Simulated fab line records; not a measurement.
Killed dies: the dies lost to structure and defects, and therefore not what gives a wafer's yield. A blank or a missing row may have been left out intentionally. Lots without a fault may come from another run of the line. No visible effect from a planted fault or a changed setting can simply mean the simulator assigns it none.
A struck lot beside a sound one :: flow n5Finfet :: 36 steps out of a route of 1938
Sound: these wafers, L149.1, L149.3, L149.6. Struck: wafer L154.3 (left out: L154.1, L154.2 of the same lot, which were not struck); the cause appears at the end.
Per side, at each step with rows, come the tool, then ch with its chambers, and then its first start. Under that, the readings that differ: sound wafers :: struck wafers :: difference of the means :: sigmas: that difference in standard deviations of wafers without a fault.
alike: same words and numbers on both sides, and readings whose means sit less than 2 such deviations apart. not compared: any withheld reading, any reading some wafer has no value for, any bound like >300 that may hide the same value, and any number with overlapping values for which the record gives no deviation.
A row with sigmas, a row that says differs or no value, or rows on one side alone: a step with any of these is where the two part. Numbers that have no deviation but don't overlap get no sigmas and don't part them. Lack of a reading on every wafer of one side parts them only where that side has two or more wafers.

first, 8 steps without rows for these wafers: N5_BEOL_M4_SPUTTER_96 (material Cu, target thk 4.5 nm, time 8.29 s); N5_BEOL_M4_ECD_50 (material Cu, target thk 300 nm); N5_BEOL_M4_ANNEAL_51 (time 90 s); N5_BEOL_M4_CMP_52 (polishes, stops on SiOC, t overpolish 6.8 s, target thk 40 nm); N5_BEOL_M4_PRE_CLEAN_60 (time 15 s); N5_BEOL_M4_CO_CAP_55 (material Co, precursor CCTBA/H2, target thk 2 nm, time 102.1 s); N5_BEOL_M4_PRE_CLEAN_56 (time 15 s); N5_BEOL_M4_DEP_57 (deposits SiCN from 3MS/NH3, target thk 8 nm, time 14 s).
N5_BEOL_M5_ILD_DEP_00: deposits SiCOH lowk from DEMS/porogen, target thk 140.64 nm, time 25.9 s.
  sound on pecvd-02 ch 0,2, day 9 08:53; struck on pecvd-02 ch 0, day 10 13:34
reading: susceptorTempC (C)
sound: 299.71 300.13 299.98
struck: 304.78
difference: +4.84
sigmas: +28

reading: model.SiCOH_lowk_of_BEOL_M5_ILD_DEP_00.thkNm (nm)
sound: 140.4 141.4 142.6
struck: 134
difference: -7
sigmas: 
  alike: heaterPowerW, showerheadPlenumPTorr, throttleValvePct
  not compared: sinceWetCleanH
then, 1 step without rows for these wafers: N5_BEOL_M5_CURE_79 (cures SiCOH lowk, time 240 s).
N5_BEOL_M5_THK_MEAS_01:
  struck on filmMetro-01, day 10 14:08; sound on filmMetro-02, day 9 09:28
reading: M5_ILD_THK (nm)
sound: 120.8 121.7 122.6
struck: 115.2
difference: -6.5
sigmas: -4
then, 23 steps without rows for these wafers: N5_BEOL_M5_PECVD_70 (deposits SiO2 from TEOS/O2, target thk 16 nm, time 18 s); N5_BEOL_M5_HM_DEP_02 (deposits TiN, target thk 20 nm); N5_BEOL_M5_COAT_59 (time 60 s, resist thk 60 nm); N5_BEOL_M5_COAT_60 (time 60 s, resist thk 12 nm); N5_BEOL_M5_COAT_71 (time 60 s, resist thk 5 nm); N5_BEOL_M5_COAT_05 (resist thk 30 nm); N5_BEOL_M5_EBR_07; N5_BEOL_M5_SOFTBAKE_06 (time 60 s); N5_BEOL_M5_EXPOSE_08 (exposes mask M5, target cd 28 nm); N5_BEOL_M5_PEB_09 (peb time 60 s); N5_BEOL_M5_DEVELOP_10 (develop time 30 s); N5_BEOL_M5_DESCUM_16 (chemistry O2, time 7 s); N5_BEOL_M5_ETCH_72 (etches underlayer in N2/H2, target depth 6.5 nm, time 5.2 s); N5_BEOL_M5_ETCH_61 (etches SiARC in CF4, target depth 15.6 nm, time 26 s); N5_BEOL_M5_ETCH_62 (etches SOC in N2/H2, target depth 75 nm, overetch 15 nm, time 112.5 s); N5_BEOL_M5_STRIP_63 (strips in N2/H2); N5_BEOL_M5_STRIP_73 (strips in N2/H2); N5_BEOL_M5_STRIP_64 (strips in CF4); N5_BEOL_M5_HM_OPEN_17 (chemistry Cl2/BCl3, target TiN, target depth 20 nm, overetch 6 nm); N5_BEOL_M5_STRIP_19 (strips in O2); N5_BEOL_M5_COAT_65 (time 60 s, resist thk 60 nm); N5_BEOL_M5_COAT_66 (time 60 s, resist thk 12 nm); N5_BEOL_M5_COAT_74 (time 60 s, resist thk 5 nm).
N5_BEOL_M5_CMP_52: polishes, stops on SiCOH lowk, t overpolish 6.9 s, target thk 62 nm.
  sound on cmp-03 ch 1,3, day 9 21:26; struck on cmp-03 ch 1, day 11 01:53
reading: model.SiCOH_lowk_of_BEOL_M5_ILD_DEP_00.thkNm (nm)
sound: 117.8 118.6 119.6
struck: 112.2
difference: -6.5
sigmas: 
  alike: barrierFieldEndpointS, motorCurrentA, overpolishRunS, retainingRingPressureFrac, slurryFlowMlMin, timeToEndpointS
  not compared: padLifeWafers
-- the record jumps here: 4 days lie between the struck wafers' starts before and after (it left off in module BEOL_M5 and takes up again in module PASSIVATION, whose first step shown is number 1936 of the route) --
N5_PASSIVATION_PROBE_49:
  the record has rows for the struck wafers here (prober-02, day 14 22:11) and none for the sound ones

## WHERE THEY PART
First at N5_BEOL_M5_ILD_DEP_00; last, within this record, at N5_PASSIVATION_PROBE_49.

WHY: what had been put in by the simulator
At N5_BEOL_M5_ILD_DEP_00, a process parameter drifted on pecvd-02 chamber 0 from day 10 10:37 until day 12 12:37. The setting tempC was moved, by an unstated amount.
